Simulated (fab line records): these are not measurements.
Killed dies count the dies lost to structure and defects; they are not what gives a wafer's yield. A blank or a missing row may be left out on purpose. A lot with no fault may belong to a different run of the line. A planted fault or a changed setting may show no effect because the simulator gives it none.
Which tool is to blame? :: flow n5-finfet :: route of 1938 steps, sampled at 1 step: 12 lots, 36 wafers

## WHAT THE GAUGES READ, wafer by wafer
N5_BEOL_M8_CD_MEAS_35: target cd 40 nm.
lot: L075
measured: day 9 12:34
on: cd-sem-01
cd-nm (nm): 40.2 40.7 39.9

lot: L077
measured: day 9 22:19
on: cd-sem-03
cd-nm (nm): 40.1 40.2 39.9

lot: L079
measured: day 10 12:08
on: cd-sem-01
cd-nm (nm): 39.8 40.2 39.8

lot: L082
measured: day 11 01:55
on: cd-sem-02
cd-nm (nm): 40.4 39.8 39.6

lot: L083
measured: day 11 11:29
on: cd-sem-03
cd-nm (nm): 40.1 39.6 41.2

lot: L086
measured: day 12 01:11
on: cd-sem-03
cd-nm (nm): 38.7 38.7 38.4

lot: L087
measured: day 12 10:46
on: cd-sem-03
cd-nm (nm): 41.1 40.2 40.7

lot: L089
measured: day 12 18:38
on: cd-sem-01
cd-nm (nm): 38.6 39.7 39.5

lot: L091
measured: day 13 17:56
on: cd-sem-02
cd-nm (nm): 39.8 39.6 39.5

lot: L093
measured: day 13 23:37
on: cd-sem-02
cd-nm (nm): 40.1 40.3 40.6

lot: L095
measured: day 14 15:37
on: cd-sem-01
cd-nm (nm): 39.6 40.0 40.1

lot: L096
measured: day 15 02:32
on: cd-sem-01
cd-nm (nm): 39.1 39.3 39.9

## EACH LOT AND THE TOOL THAT RAN IT (in order: tool; ch and the chambers of the sampled wafers; start)
No process step before these readings appears in the record.

## THE ANSWER, worked out from the rows above alone
Rule: the lots themselves supply what counts as usual. The widest of any qualifying gaps counts: lots, ordered by their means at a reading, are off when they make up no more than a third of the lots, leave a main group of 4 or more, and stand apart from it by 3 or more times the standard deviation of that group's means. The tables above print the reading to a certain number of digits; a main group whose means all agree to those digits is not used. Also off: a lot with no number at a reading for which 4 or more lots have one. Where the step has rows for the other lots, those lots are counted as sound.
Nothing can be told from this: no lot is off at any reading shown.

## WHAT WAS PUT IN BY THE SIMULATOR
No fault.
